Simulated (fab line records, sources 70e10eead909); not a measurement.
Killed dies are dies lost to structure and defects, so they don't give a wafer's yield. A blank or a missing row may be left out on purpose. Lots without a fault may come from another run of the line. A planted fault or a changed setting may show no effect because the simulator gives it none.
fab line records | flow nand_harc
record lots=11 wafers=33 last_day=25
route steps=1159 shown A_CONTACT@958 A_BLC@983 A_M0@1015 A_M1@1038 END@1159
lots that met no fault: from a run of the same line without faults
start_h: hours from the record's first day to the start of the lot's first wafer shown | wait_h: hours since the lot's step before | " the same as in the row above | L1.1+2: a row that stands for several wafers | - no value, or no start given | * or withheld: withheld | < > ~ a bound
route shown NAME@n: a module of which the file shows steps, and the number in the route of the first | usual: mean/standard deviation of fault-free wafers | same: alike in all rows | chamber/n: place in a boat | sites: the reading at each site | _std_site: their standard deviation | _edge_site: outer sites' mean less inner sites' | radius_mm: how far each site lies from the wafer's centre | mask NAME#n: copy n | behind: the tool/chamber that last shaped the wafer | hold: why the lot was held/for how many hours/how that ended | device: the transistor (n, p or np) that didn't switch | end of line: the same wafers' tests at the end of the route | a step without rows: its recipe alone | killed: dies lost to structure and defects at the first sort, not the wafer's yield | map: a wafer's dies, x killed, . not, _ none there
set.NAME: the setting as run; set.NAME@STEP: as run at that earlier step | model.NAME: the simulator's own value behind a step, which no gauge read
steps of the route over a sample of lots; a table a step, a row a wafer
services: from which hour (start_h, from the record's first day; less than 0 if before it) a tool's chamber was out of use, for how many hours, and why
## steps
# step NHARC_A_CONTACT_ALD_18
# recipe target_thk_a=30 pulse_time_s=1 ald_cycles=150 temp_c=450 material=TiN
# usual heater_power_w=1069/110 precursor_pulse_height_rel=1.001/0.019
# columns lot.wafer tool chamber start_h wait_h heater_power_w precursor_pulse_height_rel
L753.3 ald_metal-04 3 397.31 - 1218 1.001
L753.2 " 0 " " 1064 1.014
L753.5 " 1 " " 943 0.996
L749.2 ald_metal-01 2 400.71 - 1158 1.020
L749.1 " 0 " " 1062 0.979
L749.5 " 2 " " 1191 1.003
L756.1 ald_metal-03 0 421.40 - 1140 0.986
L756.6 " 2 " " 941 0.999
L756.5 " 3 " " 896 0.996
L757.4 ald_metal-01 0 435.51 - 1080 0.999
L757.2 " 1 " " 1014 1.013
L757.6 " 3 " " 1288 1.009
L763.3 ald_metal-01 3 469.27 - 1200 0.992
L763.1 " 1 " " 1031 0.994
L763.5 " 2 " " 1144 1.012
L766.2 ald_metal-04 2 485.43 - 1167 0.976
L766.3 " 3 " " 1220 1.018
L766.4 " 0 " " 980 0.994
L768.4 ald_metal-03 3 498.15 - 916 1.008
L768.2 " 0 " " 1128 1.010
L768.5 " 3 " " 883 1.022
L771.3 ald_metal-03 2 512.90 - 962 0.980
L771.4 " 0 " " 1102 1.039
L771.6 " 2 " " 993 1.009
L769.1 ald_metal-04 0 516.24 - 985 1.004
L769.2 " 1 " " 971 1.017
L769.3 " 2 " " 1180 1.013
L770.3 ald_metal-01 0 522.32 - 1025 0.995
L770.4 " 2 " " 1131 0.980
L770.5 " 0 " " 1018 0.983
L772.3 ald_metal-04 0 543.13 - 981 1.000
L772.6 " 1 " " 963 0.998
L772.5 " 2 " " 1143 0.988
# step NHARC_A_BLC_STRIP_21
# recipe o2_flow_sccm=500 ar_flow_sccm=0 bias_w=0 chemistry=O2
# usual drypump_motor_current_A=5.9/0.45 oes_product_au=0.998/0.01 rf_vpp_V=57.7/0.94 showerhead_plenum_p_Torr=3.52/0.17 throttle_valve_pct=17.036/0.0092
# columns lot.wafer tool chamber start_h wait_h drypump_motor_current_A oes_product_au rf_hours_counter_h rf_vpp_V showerhead_plenum_p_Torr throttle_valve_pct
L753.2 rie_diel-04 3 402.52 0.1 5.1 0.981 11 58.2 3.37 17.056
L753.3 " 0 " " 6.6 0.987 11 56.2 3.29 17.035
L753.5 " 2 " " 5.8 1.016 - 58.3 3.30 17.045
L749.1 rie_diel-02 3 404.59 0.1 6.1 0.998 7 57.1 3.59 17.036
L749.2 " 2 " " 5.9 0.987 7 57.0 3.44 17.022
L749.5 " 3 " " 6.1 0.993 - 58.0 3.58 17.035
L756.1 rie_diel-02 0 425.85 0.1 5.8 0.984 11 57.0 3.75 17.023
L756.6 " 2 " " 5.9 0.992 - 58.3 3.44 17.029
L756.5 " 3 " " 6.1 0.996 - 57.5 3.58 17.036
L757.4 rie_diel-02 1 441.01 0.1 6.1 0.989 12 57.8 3.75 17.037
L757.2 " 2 " " 5.9 0.991 11 56.7 3.44 17.026
L757.6 " 0 " " 5.8 0.986 - 59.7 3.75 17.039
L763.3 rie_diel-02 3 473.72 0.1 6.1 0.995 14 57.7 3.58 17.044
L763.1 " 1 " " 6.1 0.991 15 58.5 3.75 17.037
L763.5 " 3 " " 6.1 1.001 - 58.7 3.58 17.036
L766.3 rie_diel-02 1 495.35 0.1 6.1 0.994 18 58.0 3.75 17.044
L766.4 " 3 " " 6.1 1.007 16 56.3 3.58 17.066
L766.2 " 0 " " 5.8 0.991 18 57.5 3.75 17.031
L768.2 rie_diel-04 3 505.90 0.1 5.1 1.016 3 57.5 3.37 17.027
L768.4 " 0 " " 6.6 1.006 3 55.9 3.28 17.025
L768.5 " 3 " " 5.1 1.010 - 58.4 3.37 17.044
L771.3 rie_diel-02 0 517.21 0.1 5.8 0.993 1 57.9 3.75 17.039
L771.6 " 3 " " 6.1 0.998 - 58.1 3.58 17.022
L771.4 " 1 " " 6.1 0.999 - 57.8 3.75 17.050
L769.2 rie_diel-02 3 522.69 0.1 6.1 1.008 2 58.6 3.58 17.017
L769.3 " 0 " " 5.8 0.988 1 56.3 3.74 17.043
L769.1 " 2 " " 5.9 0.992 0 57.8 3.44 17.030
L770.4 rie_diel-12 0 528.71 0.2 5.9 1.001 54 56.9 3.57 17.017
L770.3 " 2 " " 6.7 0.995 48 57.0 3.65 17.037
L770.5 " 0 " " 5.8 0.996 - 57.3 3.57 17.038
L772.3 rie_diel-04 2 546.47 0.1 5.8 1.010 6 56.3 3.29 17.034
L772.6 " 0 " " 6.6 1.002 - 58.8 3.28 17.043
L772.5 " 1 " " 5.2 0.994 - 58.4 3.54 17.035
# step NHARC_A_M0_PVD_20
# recipe target_thk_a=50 bias_v=168.6 power_w=15000 chamber_pressure_pa=0.12 time_s=8.06 substrate_temp_c=50 material=TaN
# usual throttle_valve_pct=29.5/0.96
# columns lot.wafer tool chamber start_h wait_h throttle_valve_pct
L753.3 pvd_sputter-03 - - - 30.3
L753.2 " - " " 27.4
L753.5 " - " " 30.1
L749.2 pvd_sputter-03 - - - 29.9
L749.1 " - " " 27.5
L749.5 " - " " 29.8
L756.1 pvd_sputter-02 - - - 30.3
L756.5 " - " " 28.3
L756.6 " - " " 30.0
L757.2 pvd_sputter-03 - - - 29.3
L757.4 " - " " 30.3
L757.6 " - " " 29.1
L763.1 pvd_sputter-01 - - - 29.9
L763.3 " - " " 30.8
L763.5 " - " " 29.9
L766.3 pvd_sputter-02 - - - 30.3
L766.4 " - " " 29.9
L766.2 " - " " 30.7
L768.4 pvd_sputter-01 - - - 29.0
L768.2 " - " " 29.7
L768.5 " - " " 29.8
L771.3 pvd_sputter-02 - - - 30.2
L771.4 " - " " 30.6
L771.6 " - " " 30.1
L769.2 pvd_sputter-02 - - - 30.0
L769.1 " - " " 29.9
L769.3 " - " " 28.5
L770.4 pvd_sputter-02 - - - 30.7
L770.3 " - " " 28.2
L770.5 " - " " 30.7
L772.3 pvd_sputter-01 - - - 29.7
L772.5 " - " " 30.3
L772.6 " - " " 31.0
# step NHARC_A_M0_DEP_32
# recipe target_thk_a=300 temp_c=370 target_thk_nm=30 pressure_torr=3 flow_sccm=200 rf_w=450 material=SiCN
# usual heater_power_w=612/78
# columns lot.wafer tool chamber start_h wait_h heater_power_w
L753.3 pecvd-02 0 408.16 0.1 530
L753.2 " 1 " " 538
L753.5 " 0 " " 522
L749.1 pecvd-04 2 410.68 0.1 745
L749.2 " 0 " " 751
L749.5 " 0 " " 746
L756.1 pecvd-02 2 432.73 0.1 510
L756.5 " 0 " " 529
L756.6 " 1 " " 595
L757.2 pecvd-02 1 448.80 0.1 656
L757.4 " 1 " " 660
L757.6 " 0 " " 557
L763.1 pecvd-04 1 479.15 0.1 609
L763.3 " 2 " " 715
L763.5 " 2 " " 714
L766.2 pecvd-02 0 506.61 0.1 531
L766.3 " 2 " " 529
L766.4 " 0 " " 560
L768.2 pecvd-03 1 511.73 0.1 654
L768.4 " 0 " " 568
L768.5 " 1 " " 649
L771.3 pecvd-03 1 525.51 0.1 727
L771.6 " 0 " " 608
L771.4 " 2 " " 598
L769.1 pecvd-04 1 531.14 0.1 691
L769.2 " 2 " " 646
L769.3 " 0 " " 682
L770.3 pecvd-02 0 534.92 0.1 501
L770.4 " 0 " " 506
L770.5 " 1 " " 584
L772.3 pecvd-02 0 552.86 0.1 547
L772.6 " 1 " " 567
L772.5 " 2 " " 577
# step NHARC_A_M1_INSPECT_11
# usual raw_defect_count=33/14
# columns lot.wafer tool chamber start_h wait_h raw_defect_count
L753.2 defect_inspect-02 - 409.49 0.0 28
L753.3 " - " " 43
L753.5 " - " " 39
L749.1 defect_inspect-01 - 412.03 0.0 10
L749.2 " - " " 9
L749.5 " - " " 10
L756.1 defect_inspect-01 - 433.87 0.0 561
L756.5 " - " " 576
L756.6 " - " " 547
L757.2 defect_inspect-02 - 450.20 0.0 576
L757.4 " - " " 554
L757.6 " - " " 536
L763.1 defect_inspect-02 - 480.52 0.0 40
L763.3 " - " " 38
L763.5 " - " " 43
L766.2 defect_inspect-02 - 507.84 0.0 34
L766.3 " - " " 41
L766.4 " - " " 47
L768.2 defect_inspect-02 - 513.06 0.0 63
L768.4 " - " " 56
L768.5 " - " " 63
L771.3 defect_inspect-02 - 526.69 0.0 20
L771.4 " - " " 36
L771.6 " - " " 29
L769.1 defect_inspect-01 - 532.52 0.0 69
L769.2 " - " " 59
L769.3 " - " " 51
L770.3 defect_inspect-01 - 536.24 0.0 43
L770.4 " - " " 38
L770.5 " - " " 52
L772.3 defect_inspect-02 - 554.24 0.0 21
L772.5 " - " " 26
L772.6 " - " " 20
# step NHARC_END_SORT_01
# recipe temp_c=25
# usual defect_limited_yield=95.2/1.6 killed_at_array=29/11 killed_at_other=0.6/0.75 killed_at_periphery=3.1/2.1 killed_dies=32/11 killed_open=3.0/1.8 killed_short=1.8/1.3 sort_bin_2_pct=1.5/0.7 sort_bin_3_pct=0.26/0.22 sort_bin_4_pct=3.0/1 sort_n_pass=645/11 sort_rim_yield_pct=94.9/3 sort_yield_pct=95.2/1.6
# same gross_dies=677 sort_bin_5_pct[%]=0 sort_bin_6_pct[%]=0 sort_bin_7_pct[%]=0 sort_bin_8_pct[%]=0 sort_rim_n_gross=106.00
# columns lot.wafer tool chamber start_h wait_h defect_limited_yield[%] killed_at_array killed_at_other killed_at_periphery killed_dies killed_open killed_short sort_bin_2_pct[%] sort_bin_3_pct[%] sort_bin_4_pct[%] sort_n_pass sort_rim_yield_pct[%] sort_yield_pct[%]
L756.1 prober-01 0 474.64 2.5 84.0 104 0 4 108 6 1 7.2 2.95 5.8 569 95.3 84.0
L756.5 prober-01 0 477.89 3.8 82.7 116 0 1 117 4 0 8.1 2.07 7.1 560 93.4 82.7
L756.6 prober-01 0 478.70 4.1 81.8 117 0 6 123 3 2 7.2 3.25 7.7 554 87.7 81.8
L757.2 prober-02 0 490.62 2.8 82.9 113 0 3 116 3 2 8.6 2.95 5.6 561 92.5 82.9
L757.4 prober-02 0 492.21 3.4 82.9 109 0 7 116 3 3 8.3 3.25 5.6 561 85.8 82.9
L757.6 prober-02 0 493.80 4.0 85.1 98 0 3 101 3 1 6.8 3.10 5.0 576 95.3 85.1
L770.3 prober-01 0 575.00 3.1 95.3 30 0 2 32 3 0 1.2 0.89 2.7 645 92.5 95.3
L770.4 prober-01 0 575.81 3.4 94.4 36 0 2 38 2 5 1.3 0.44 3.8 639 92.5 94.4
L770.5 prober-01 0 576.62 3.7 95.1 33 0 0 33 0 1 1.2 0.30 3.4 644 91.5 95.1
# killed by level:class
L756.1 A_M0:unspecified=86 A_SLIT:chamber_film_flake=9 A_CHANNEL_HOLE_D1:chamber_film_flake=4 A_STAIRCASE:chamber_film_flake=2 P_STI:geometric_particle:open=1 P_GATE:geometric_particle:open=1 P_CONTACT:geometric_particle:short=1 P_CONTACT:geometric_particle:open=1
L756.5 A_M0:unspecified=88 A_CHANNEL_HOLE_D1:chamber_film_flake=14 A_CHANNEL_FILL_D1:geometric_particle:open=3 A_SLIT:chamber_film_flake=3 A_CONTACT:chamber_film_flake=3 A_CHANNEL_FILL_D1:chamber_film_flake=2 A_WL_FILL:chamber_film_flake=2 A_ONON_D1:geometric_particle:open=1
L756.6 A_M0:unspecified=85 A_SLIT:chamber_film_flake=14 A_CHANNEL_HOLE_D1:chamber_film_flake=10 P_STI:chamber_film_flake=3 A_CONTACT:chamber_film_flake=2 P_CONTACT:geometric_particle:open=1 A_SLIT:geometric_particle:short=1 A_CONTACT:geometric_particle:open=1
L757.2 A_M0:unspecified=83 A_CHANNEL_HOLE_D1:chamber_film_flake=9 A_SLIT:chamber_film_flake=8 P_ZERO_WELL:chamber_film_flake=3 A_CHANNEL_FILL_D1:chamber_film_flake=3 A_CONTACT:chamber_film_flake=3 A_CHANNEL_FILL_D1:geometric_particle:short=2 A_ONON_D1:geometric_particle:open=1
L757.4 A_M0:unspecified=85 A_SLIT:chamber_film_flake=15 P_ZERO_WELL:chamber_film_flake=3 A_CHANNEL_HOLE_D1:chamber_film_flake=3 A_ONON_D1:geometric_particle:short=2 P_GATE:geometric_particle:open=1 P_CONTACT:geometric_particle:open=1 A_CONTACT:geometric_particle:short=1
L757.6 A_M0:unspecified=78 A_SLIT:chamber_film_flake=11 A_CHANNEL_HOLE_D1:chamber_film_flake=5 A_CONTACT:geometric_particle:open=2 P_ZERO_WELL:chamber_film_flake=2 P_CONTACT:geometric_particle:open=1 A_STAIRCASE:geometric_particle:short=1 A_CONTACT:chamber_film_flake=1
L770.3 A_CHANNEL_HOLE_D1:chamber_film_flake=23 A_CONTACT:chamber_film_flake=3 A_STAIRCASE:chamber_film_flake=2 P_M0:geometric_particle:open=1 A_WL_FILL:geometric_particle:open=1 A_M1:geometric_particle:open=1 P_STI:chamber_film_flake=1
L770.4 A_CHANNEL_HOLE_D1:chamber_film_flake=15 A_STAIRCASE:chamber_film_flake=10 A_CONTACT:chamber_film_flake=4 A_WL_FILL:geometric_particle:short=2 P_STI:chamber_film_flake=2 A_ONON_D1:geometric_particle:short=1 A_CHANNEL_HOLE_D1:geometric_particle:short=1 A_WL_FILL:geometric_particle:open=1
L770.5 A_CHANNEL_HOLE_D1:chamber_film_flake=23 A_STAIRCASE:chamber_film_flake=6 A_CONTACT:chamber_film_flake=2 A_M0:geometric_particle:short=1 A_BLC:chamber_film_flake=1
## services
# columns tool chamber start_h hours kind
pecvd-04 - 376.00 13.0 pm
rie_diel-12 - 379.62 9.0 pm
ald_metal-03 - 380.24 0.6 repair
rie_diel-02 1 384.18 3.1 repair
pvd_sputter-02 - 393.38 10.0 pm
ald_metal-04 - 406.00 10.0 pm
ald_metal-01 - 458.00 10.0 pm
pvd_sputter-03 - 460.78 10.0 pm
rie_diel-04 - 465.90 9.0 pm
pecvd-03 - 466.24 0.9 repair
pecvd-03 - 473.43 13.0 pm
pvd_sputter-01 - 479.99 5.9 repair
ald_metal-03 - 500.00 10.0 pm
rie_diel-12 1 501.38 4.2 repair
rie_diel-02 - 504.71 9.0 pm
pvd_sputter-01 - 514.04 10.0 pm
pecvd-02 - 515.44 13.0 pm
pvd_sputter-03 - 516.58 2.3 repair
pvd_sputter-03 - 519.29 5.4 repair
rie_diel-02 2 529.16 1.6 repair
rie_diel-12 1 532.52 2.6 repair
rie_diel-12 0 536.16 21.5 repair
pecvd-04 1 536.71 24.5 repair
pecvd-03 2 537.73 9.8 repair
## key
first_sign step=NHARC_A_M1_INSPECT_11 reading=raw_defect_count direction=up sigmas=37 usual=33 struck=558
effect step=NHARC_END_SORT_01 reading=killed_at_array direction=up sigmas=7.5 usual=29 struck=110
more_kills_born_at NHARC_A_M0_DEP_32@pecvd-02=505
met_at NHARC_A_M0_DEP_32
struck_lots L756,L757
not_acting_at NHARC_A_CONTACT_ALD_18,NHARC_A_BLC_STRIP_21,NHARC_A_M0_PVD_20
onset_between 408.16 432.73
fault kind=chamber_particle_source tool=pecvd-02 chamber=- onset_h=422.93 steps=NHARC_A_M0_DEP_32 rate_per_visit_cm2=0.83403 end_h=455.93
